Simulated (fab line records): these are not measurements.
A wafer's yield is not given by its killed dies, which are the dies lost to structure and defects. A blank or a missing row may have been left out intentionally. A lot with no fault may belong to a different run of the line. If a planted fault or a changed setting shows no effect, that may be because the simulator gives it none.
Problem report in the 8D (eight disciplines) form, filled by code ; flow n5_finfet ; the parts of the form that need people (team, actions taken, sign-off) are left out

== 1. THE PROBLEM ==
At N5_HKMG_FIN_CD_MEAS_12, cd_nm averages 70.7 nm over 3 wafers from 3 lots, while fault-free wafers read 93.1 nm, standard deviation 0.55. That puts it -41 standard deviations away from the usual mean.
The step: target cd 92.8 nm.
The first sign was on wafer L528.3 at day 7 11:26, on cd_sem-02. At this step, 42 wafers from 15 lots have a number in the record. Rule for "out", or "out of limits": more than 4 standard deviations from the usual mean. The rest of the wafers with a number are treated as sound.

== 2. WHAT IT IS AND WHAT IT IS NOT ==
question;is;is not
which readings at this step;cd_nm;-
which lots;L528, L533, L534;L515, L517, L518, L519, L520, L521, L523, L524, L525, L527, L531, L538
which wafers of those lots;L528.3, L533.4, L534.4;L528.1, L533.2, L534.1
read on which gauges;cd_sem-01, cd_sem-02, cd_sem-03;-
when;from day 7 11:26;"up to then (31 sound wafers); but 8 sound wafers of L531, L533, L534, L538 came after"

== 3. THE SUSPECTS, EACH WITH WHAT RULES IT OUT ==
Counting: any tool at a process step up to the reading remains a suspect provided it ran every lot that is out. Sound lots after the first of them don't rule it out here, since some wafers of a struck lot are sound.
- the gauge at N5_HKMG_FIN_CD_MEAS_12 is ruled out. Those wafers that are out were read across 3 gauges (cd_sem-01, cd_sem-02, cd_sem-03).
- arfi_scanner-03 at N5_HKMG_FIN_EXPOSE_09 (exposes mask NWFM): kept. Ran every lot that is out, first one L528 (day 7 11:19); last sound lot up to then L527 (day 7 06:31).
After counting, what remains is arfi_scanner-03 at N5_HKMG_FIN_EXPOSE_09.

== 4. THE CAUSE (what the simulator had put in) ==
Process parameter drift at N5_HKMG_FIN_EXPOSE_09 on arfi_scanner-03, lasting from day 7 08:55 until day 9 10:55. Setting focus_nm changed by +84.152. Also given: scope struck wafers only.
Counting left only this tool.

== 5. THE CHAIN OF EFFECTS, in route order ==
Each row: a reading whose mean over the struck wafers that have a number lies more than 3 standard deviations from the usual. Only readings whose record carries a usual standard deviation are examined. hours: median over the lots of the time between each lot's start at the first step of this table that gives one and its start at this step. sigmas: the change, counted in usual standard deviations.
hours;step;reading;usual;on struck wafers;change;sigmas
0;N5_HKMG_FIN_CD_MEAS_12;cd_nm;93.1 nm;70.7;-22.4;-41

== 6. WHAT WOULD HAVE CAUGHT IT SOONER ==
The first out-of-limits reading at a measuring or inspecting step in this record came at day 7 11:26, 3 hours after the fault's start at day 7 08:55.
An alarm limit of 4 standard deviations would not have fired on the tool readings at N5_HKMG_FIN_EXPOSE_09 for which the record gives a usual standard deviation, since none of them was out on any struck wafer.
Lots out: 3; of these, L533, L534 started N5_HKMG_FIN_EXPOSE_09 on arfi_scanner-03 after day 7 11:26. A hold on the tool at that time would have spared those 2.
